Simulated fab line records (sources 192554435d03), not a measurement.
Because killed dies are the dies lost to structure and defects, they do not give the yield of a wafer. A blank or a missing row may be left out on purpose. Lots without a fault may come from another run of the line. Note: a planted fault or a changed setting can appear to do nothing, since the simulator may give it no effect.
What tool caused it? | flow n5_finfet | 10 lots with 30 wafers sampled at 6 steps, on a route of 1938 steps

== WHAT THE GAUGES READ, wafer by wafer ==
N5_BEOL_M7_INSPECT_58: inspects for defects (darkfield).
lot  | measured     | on                | raw_defect_count
L586 | day 10 01:39 | defect_inspect-02 | 37 52 57
L587 | day 10 03:53 | defect_inspect-02 | 109 90 115
L588 | day 10 08:40 | defect_inspect-01 | 49 48 40
L590 | day 11 03:34 | defect_inspect-01 | 54 43 57
L591 | day 11 09:14 | defect_inspect-02 | 943 810 924
L592 | day 11 17:56 | defect_inspect-02 | 75 67 44
L595 | day 12 20:10 | defect_inspect-01 | 822 791 884
L600 | day 14 13:16 | defect_inspect-02 | 40 65 76
L605 | day 14 14:32 | defect_inspect-01 | 60 59 53
L604 | day 15 15:29 | defect_inspect-01 | 73 59 75

N5_BEOL_M8_INSPECT_13: inspects for defects (brightfield).
lot  | measured     | on                | raw_defect_count
L586 | day 10 03:12 | defect_inspect-02 | 298 418 358
L587 | day 10 06:24 | defect_inspect-01 | 474 451 412
L588 | day 10 11:02 | defect_inspect-02 | 407 247 280
L590 | day 11 06:27 | defect_inspect-01 | 355 308 345
L591 | day 11 10:59 | defect_inspect-01 | 1285 1085 1334
L592 | day 11 19:33 | defect_inspect-01 | 346 449 268
L595 | day 12 22:44 | defect_inspect-02 | 1173 1147 1297
L600 | day 14 14:49 | defect_inspect-01 | 429 367 407
L605 | day 14 16:31 | defect_inspect-02 | 473 375 434
L604 | day 15 17:54 | defect_inspect-02 | 487 520 555

== WHICH TOOL RAN EACH LOT (tool, then ch and the chambers of the sampled wafers, then the start) ==
lot  | N5_BEOL_M7_STRIP_80                           | N5_BEOL_M7_DEP_56               | N5_BEOL_M8_ILD_DEP_00           | N5_BEOL_M8_CURE_74
L586 | rie_diel-04 ch 0,3, day 10 01:34 or earlier   | pecvd-01 ch 0,2, day 10 01:34   | pecvd-01 ch 0,2, day 10 01:43   | uv_cure-01 ch 1, day 10 02:19
L587 | rie_diel-06 ch 0,2,3, day 10 03:48 or earlier | pecvd-03 ch 1,2, day 10 03:48   | pecvd-01 ch 0,2, day 10 03:56   | uv_cure-01 ch 2, day 10 04:01
L588 | rie_diel-06 ch 1,3, day 10 08:35 or earlier   | pecvd-03 ch 0,1, day 10 08:35   | pecvd-02 ch 0,1, day 10 08:43   | uv_cure-01 ch 1, day 10 08:51
L590 | rie_diel-06 ch 0,1,2, day 11 03:28 or earlier | pecvd-03 ch 0,1,2, day 11 03:28 | pecvd-01 ch 1,2, day 11 03:36   | uv_cure-03 ch 0, day 11 03:40
L591 | rie_diel-02 ch 1,2,3, day 11 09:08 or earlier | pecvd-03 ch 0,1,2, day 11 09:08 | pecvd-01 ch 0,1, day 11 09:16   | uv_cure-03 ch 2, day 11 09:27
L592 | rie_diel-06 ch 0,3, day 11 17:50 or earlier   | pecvd-01 ch 0,1, day 11 17:50   | pecvd-04 ch 0,2, day 11 17:58   | uv_cure-01 ch 1, day 11 18:02
L595 | rie_diel-02 ch 0,2,3, day 12 20:05 or earlier | pecvd-03 ch 0,1,2, day 12 20:05 | pecvd-01 ch 0,1,2, day 12 20:13 | uv_cure-03 ch 0, day 12 20:16
L600 | rie_diel-04 ch 1,2,3, day 14 13:11 or earlier | pecvd-02 ch 0,1,2, day 14 13:11 | pecvd-01 ch 0,2, day 14 13:19   | uv_cure-01 ch 1, day 14 13:37
L605 | rie_diel-02 ch 0,1,3, day 14 14:26 or earlier | pecvd-02 ch 1,2, day 14 14:26   | pecvd-02 ch 0,1, day 14 14:34   | uv_cure-01 ch 1, day 14 14:43
L604 | rie_diel-06 ch 0,2,3, day 15 15:24 or earlier | pecvd-02 ch 0,1, day 15 15:24   | pecvd-04 ch 1,2, day 15 15:32   | uv_cure-01 ch 2, day 15 15:55
- N5_BEOL_M7_STRIP_80: strips in N2/H2, time 10 s.
- N5_BEOL_M7_DEP_56: deposits SiCN from 3MS/NH3, target thk 10 nm, time 17.5 s.
- N5_BEOL_M8_ILD_DEP_00: deposits SiCOH lowk from DEMS/porogen, target thk 179.75 nm, time 33.4 s.
- N5_BEOL_M8_CURE_74: cures SiCOH lowk, time 240 s.

== WHAT THE TOOLS THEMSELVES READ (means of the sampled wafers that have a number; where no wafer has one, the mark that the record gives instead) ==
N5_BEOL_M7_STRIP_80.
lot  | tool        | drypump_motor_current_A (A) | oes_product_au (a.u.) | rf_vpp_V (V) | showerhead_plenum_p_Torr (Torr) | throttle_valve_pct (%)
L586 | rie_diel-04 | 5.7                         | 0.71                  | 59.3         | 2.55                            | 23.46
L587 | rie_diel-06 | 5.5                         | 0.76                  | 58.4         | 2.51                            | 23.68
L588 | rie_diel-06 | 5.4                         | 0.76                  | 59.1         | 2.47                            | 23.97
L590 | rie_diel-06 | 5.5                         | 0.77                  | 59.9         | 2.54                            | 23.54
L591 | rie_diel-02 | 5.6                         | 0.79                  | 58.4         | 2.56                            | 23.83
L592 | rie_diel-06 | 5.2                         | 0.70                  | 58.5         | 2.55                            | 23.62
L595 | rie_diel-02 | 5.4                         | 0.79                  | 59.5         | 2.57                            | 23.81
L600 | rie_diel-04 | 5.8                         | 0.73                  | 59.3         | 2.56                            | 23.76
L605 | rie_diel-02 | 5.6                         | 0.82                  | 58.0         | 2.58                            | 23.90
L604 | rie_diel-06 | 5.5                         | 0.81                  | 59.2         | 2.49                            | 23.61

N5_BEOL_M7_DEP_56.
lot  | tool     | showerhead_plenum_p_Torr (Torr) | throttle_valve_pct (%)
L586 | pecvd-01 | 3.660                           | 8.7
L587 | pecvd-03 | 3.650                           | 9.1
L588 | pecvd-03 | 3.669                           | 9.8
L590 | pecvd-03 | 3.664                           | 9.3
L591 | pecvd-03 | 3.664                           | 9.2
L592 | pecvd-01 | 3.687                           | 9.5
L595 | pecvd-03 | 3.665                           | 9.4
L600 | pecvd-02 | 3.671                           | 9.5
L605 | pecvd-02 | 3.661                           | 9.3
L604 | pecvd-02 | 3.681                           | 9.5

N5_BEOL_M8_ILD_DEP_00.
lot  | tool     | heater_power_w (W) | showerhead_plenum_p_Torr (Torr) | throttle_valve_pct (%)
L586 | pecvd-01 | 304                | 5.721                           | 13.4
L587 | pecvd-01 | 340                | 5.726                           | 13.3
L588 | pecvd-02 | 298                | 5.739                           | 15.0
L590 | pecvd-01 | 400                | 5.750                           | 14.3
L591 | pecvd-01 | 409                | 5.767                           | 14.4
L592 | pecvd-04 | 261                | 5.746                           | 12.9
L595 | pecvd-01 | 360                | 5.738                           | 14.0
L600 | pecvd-01 | 320                | 5.733                           | 13.6
L605 | pecvd-02 | 284                | 5.747                           | 14.8
L604 | pecvd-04 | 261                | 5.725                           | 13.5

N5_BEOL_M8_CURE_74.
lot  | tool       | lamp_power_pct (%) | wafer_temp_C_max
L586 | uv_cure-01 | 52.27              | 386.9
L587 | uv_cure-01 | 52.37              | 386.8
L588 | uv_cure-01 | 52.32              | 386.7
L590 | uv_cure-03 | 52.32              | 387.7
L591 | uv_cure-03 | 52.35              | 386.4
L592 | uv_cure-01 | 52.39              | 386.9
L595 | uv_cure-03 | 52.27              | 387.1
L600 | uv_cure-01 | 52.30              | 386.8
L605 | uv_cure-01 | 52.31              | 386.2
L604 | uv_cure-01 | 52.29              | 386.7

== THE ANSWER, worked out from the rows above alone ==
Rule: the lots themselves supply what counts as usual. The widest of any qualifying gaps counts: lots, ordered by their means at a reading, are off when they make up no more than a third of the lots, leave a main group of 4 or more, and stand apart from it by 3 or more times the standard deviation of that group's means. The tables above print the reading to a certain number of digits; a main group whose means all agree to those digits is not used. Also off: a lot with no number at a reading for which 4 or more lots have one. Where the step has rows for the other lots, those lots are counted as sound. First the gauges in route order, then the tools' own readings, where a lot's mean is used as printed above. At the first step where some lot is off, the reading lying furthest off is the one used; lots without a number count as furthest.
Off, at N5_BEOL_M7_INSPECT_58 on raw_defect_count: L591, L595. For the main group the mean is 62 and the standard deviation 18.
A tool fits if, at a process step before that reading, it ran every lot that is off, and no sound lot after the first of them. Those tools and the gauges at N5_BEOL_M7_INSPECT_58 are tried in the same way. N5_BEOL_M7_STRIP_80: start missing for some lots; hours and lot order therefore follow N5_BEOL_M7_DEP_56. One fits: N5_BEOL_M7_DEP_56 on pecvd-03. A fault onset in the window from L590 (day 11 03:28, its last sound lot) to L591 (day 11 09:08, its first lot off) fits.

== WHAT HAD BEEN PUT IN BY THE SIMULATOR ==
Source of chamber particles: pecvd-03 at N5_BEOL_M7_DEP_56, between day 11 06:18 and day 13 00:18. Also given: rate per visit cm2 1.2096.
Struck lots among those shown: L591, L595. The rule above found the same.
